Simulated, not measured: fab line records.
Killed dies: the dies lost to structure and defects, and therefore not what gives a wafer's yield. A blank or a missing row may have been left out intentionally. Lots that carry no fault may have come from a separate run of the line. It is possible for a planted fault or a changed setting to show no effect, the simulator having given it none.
Split-lot study ; flow n5Finfet ; 21 wafers read across 7 lots, on a route 1938 steps long

== THE SPLIT ITSELF ==
At N5_PASSIVATION_PECVD_53 (deposits SiO2 from TEOS/O2, target thk 800 nm, time 169.4 s), the setting timeS was moved away from the recipe's 169.4 s on 9 of the 21 wafers read, by -5.4% to +12.8%. The other wafers ran this setting at the recipe's value.

The reading comes from the split's own step.

== THE READING ==
SiO2_of_PASSIVATION_PECVD_53.thkNm (the simulator's own value, which no gauge read), in nm, at N5_PASSIVATION_PECVD_53 (deposits SiO2 from TEOS/O2, target thk 800 nm, time 169.4 s). The file gives no usual value for it. Average 800.6 nm, standard deviation 12 nm, over the 12 wafers here run with the recipe.

wafer;tool, chamber at the split;timeS as run, s;against the recipe;SiO2_of_PASSIVATION_PECVD_53.thkNm, nm;against lot-mates on the recipe
L076.1;pecvd-03, 0;160.3;-5.4%;747.6;-66.4
L076.3;pecvd-03, 1;160.3;-5.4%;747;-67.0
L076.6;pecvd-03, 1;169.4;recipe;814;-
L080.2;pecvd-01, 1;169.4;recipe;805.2;-
L080.4;pecvd-01, 2;169.4;recipe;820;-
L080.6;pecvd-01, 0;169.4;recipe;816.2;-
L079.2;pecvd-03, 2;177.7;+4.9%;829.4;+23.0
L079.3;pecvd-03, 1;169.4;recipe;806.4;-
L079.5;pecvd-03, 0;177.7;+4.9%;847.2;+40.8
L084.3;pecvd-04, 1;169.4;recipe;798;-
L084.4;pecvd-04, 0;191.1;+12.8%;904;+106.0
L084.6;pecvd-04, 1;191.1;+12.8%;914.8;+116.8
L088.2;pecvd-03, 1;181.2;+7.0%;850;+48.4
L088.4;pecvd-03, 1;181.2;+7.0%;861.6;+60.0
L088.6;pecvd-03, 2;169.4;recipe;801.6;-
L094.1;pecvd-01, 2;179.9;+6.2%;823.2;+40.3
L094.3;pecvd-01, 2;169.4;recipe;784;-
L094.5;pecvd-01, 2;169.4;recipe;781.8;-
L097.1;pecvd-01, 0;169.4;recipe;798;-
L097.2;pecvd-01, 2;169.4;recipe;783;-
L097.6;pecvd-01, 2;169.4;recipe;798.6;-

THE FIT
A straight line over all 21 wafers: SiO2_of_PASSIVATION_PECVD_53.thkNm changes by +8.35 nm for each +1% of timeS; r = +0.96; the points scatter about the line by 13 nm.
The same after taking each lot's own level away (the mean of its wafers on the recipe; 21 wafers): +8.96 nm for each +1%; r = +0.98; scatter 8.8 nm.
According to that fit, moving timeS by its largest amount changes the reading by 1.1e+02 nm.
The span of the lots' own levels, 782.90 to 814.00 nm, comes to 2.5 times the standard deviation stated above.
Consequently the slope shifts little with the lot-to-lot level, the two slopes agreeing.
Check: +112 nm against its lot-mates is what the line predicts for one of the wafers moved furthest among these (+12.8%) when that wafer is left out of the fit. It came out at +106 nm against them.

== ADDITIONAL SPLITS CARRIED BY THESE WAFERS ==
Note: prior to the reading, these wafers also went through further splits. Each is held against what the fit with the lots' levels taken away leaves over:
other split on the same wafers;wafers away from the commonest value;r with SiO2_of_PASSIVATION_PECVD_53.thkNm (lot level and that fit taken away)
N5_BEOL_M11_CURE_72 timeS;6;-0.31
N5_BEOL_M12_ETCH_68 timeS;8;+0.04
N5_BEOL_M13_COAT_65 spinRpm;8;+0.26
N5_BEOL_M13_COAT_66 spinRpm;4;-0.25
N5_BEOL_M15_SPUTTER_44 powerW;6;+0.44
N5_MIM_BOT_LITHO_EXPOSE_05 doseMj;7;-0.31
N5_MIM_BOT_LITHO_PEB_06 pebTimeS;as run: not given for these wafers;-

== THE FILE'S OWN FIT ==
SiO2_of_PASSIVATION_PECVD_53.thkNm changes by +8.45 nm for each +1% of timeS, r = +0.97.
